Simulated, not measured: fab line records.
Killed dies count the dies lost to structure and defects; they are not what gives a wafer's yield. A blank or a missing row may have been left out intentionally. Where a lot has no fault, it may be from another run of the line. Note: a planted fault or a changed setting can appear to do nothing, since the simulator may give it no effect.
Chamber matching    flow n5 finfet    N5_BEOL_M9_CURE_71 on uv cure-03: 3 sister chambers
The step cures SiCOH lowk, time 240 s. 3 wafers are shown with their chamber, then 9 later ones without.

WAFERS PAIRED WITH THEIR CHAMBERS
wafer   chamber  wafer_temp_C_max
L077.6  1        385.7
L087.6  2        386.0
L088.6  0        386.6

WAFERS WITHOUT THEIR CHAMBER
wafer   wafer_temp_C_max
L089.2  386.3
L089.3  386.3
L089.5  386.3
L091.2  386.7
L091.4  386.8
L091.6  387.2
L093.1  385.9
L093.4  386.1
L093.6  386.3

EACH ONE'S CHAMBER
wafer   from the rows above           in truth
L089.2  can't be placed: 0 or 2 or 1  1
L089.3  can't be placed: 0 or 2 or 1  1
L089.5  can't be placed: 0 or 2 or 1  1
L091.2  0                             0
L091.4  0                             0
L091.6  0                             0
L093.1  can't be placed: 2 or 1       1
L093.4  can't be placed: 2 or 1 or 0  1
L093.6  can't be placed: 0 or 2 or 1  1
Placed correctly: 3 of 9. Can't be placed from these rows: 6 (the true chamber is among the candidates in 6). Placed wrongly: 0.
How it was worked out, from the rows above alone: a wafer's distance from a chamber is the root of the sum, over the readings, of the square of ((its reading less the chamber's mean) divided by the reading's scatter). The wafer belongs to the nearest chamber; if the next one is less than 2 further off, it can't be placed. The mean given for a chamber averages the wafers shown for that chamber. The scatter: root of mean squared gap, hidden wafer to nearest shown wafer, with one shown wafer a chamber.
